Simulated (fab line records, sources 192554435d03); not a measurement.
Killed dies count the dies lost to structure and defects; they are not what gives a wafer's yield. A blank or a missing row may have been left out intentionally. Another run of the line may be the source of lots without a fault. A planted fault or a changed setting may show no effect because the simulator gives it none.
Matching of chambers | flow n5Finfet | 4 sister chambers for N5_SD_EPI_P_DESCUM_14 on rieDiel-01
The step chemistry O2, time 7.9 s. 8 wafers are shown with their chamber, then 12 later ones without.

## WAFERS, EACH WITH ITS CHAMBER
wafer  | chamber | showerheadPlenumPTorr (Torr) | throttleValvePct (%)
L080.3 | 3       | 2.00                         | 20.41
L088.3 | 3       | 1.99                         | 20.44
L090.3 | 2       | 2.19                         | 20.51
L090.4 | 0       | 2.16                         | 20.24
L090.6 | 0       | 2.16                         | 20.24
L092.1 | 2       | 2.19                         | 20.49
L092.4 | 1       | 2.01                         | 20.71
L092.6 | 1       | 2.01                         | 20.71

## WAFERS WHOSE CHAMBER IS MISSING
wafer  | showerheadPlenumPTorr (Torr) | throttleValvePct (%)
L094.2 | 2.01                         | 20.71
L094.3 | 2.15                         | 20.25
L094.6 | 1.99                         | 20.44
L095.1 | 1.99                         | 20.46
L095.2 | 2.18                         | 20.51
L095.3 | 2.01                         | 20.71
L095.4 | 2.15                         | 20.26
L095.5 | 2.18                         | 20.51
L095.6 | 1.99                         | 20.45
L096.1 | 2.18                         | 20.50
L096.2 | 2.01                         | 20.73
L096.5 | 2.01                         | 20.74

## THE CHAMBER EACH PASSED THROUGH
wafer  | from the rows above | in truth
L094.2 | 1                   | 1
L094.3 | 0                   | 0
L094.6 | 3                   | 3
L095.1 | 3                   | 3
L095.2 | 2                   | 2
L095.3 | 1                   | 1
L095.4 | 0                   | 0
L095.5 | 2                   | 2
L095.6 | 3                   | 3
L096.1 | 2                   | 2
L096.2 | 1                   | 1
L096.5 | 1                   | 1
12 of 12 placed correctly. From these rows, 0 cannot be placed. Placed wrongly: 0.
How it was worked out, from the rows above alone: a wafer's distance from a chamber is the root of the sum, over the readings, of the square of ((its reading less the chamber's mean) divided by the reading's scatter). If the next closest chamber is less than 2 further off than the closest, the wafer can't be placed; otherwise it belongs to the closest. The mean given for a chamber averages the wafers shown for that chamber. The scatter is the square root of a quotient: the sum, over the shown wafers, of each reading's squared deviation from its chamber's mean, divided by wafers minus chambers.
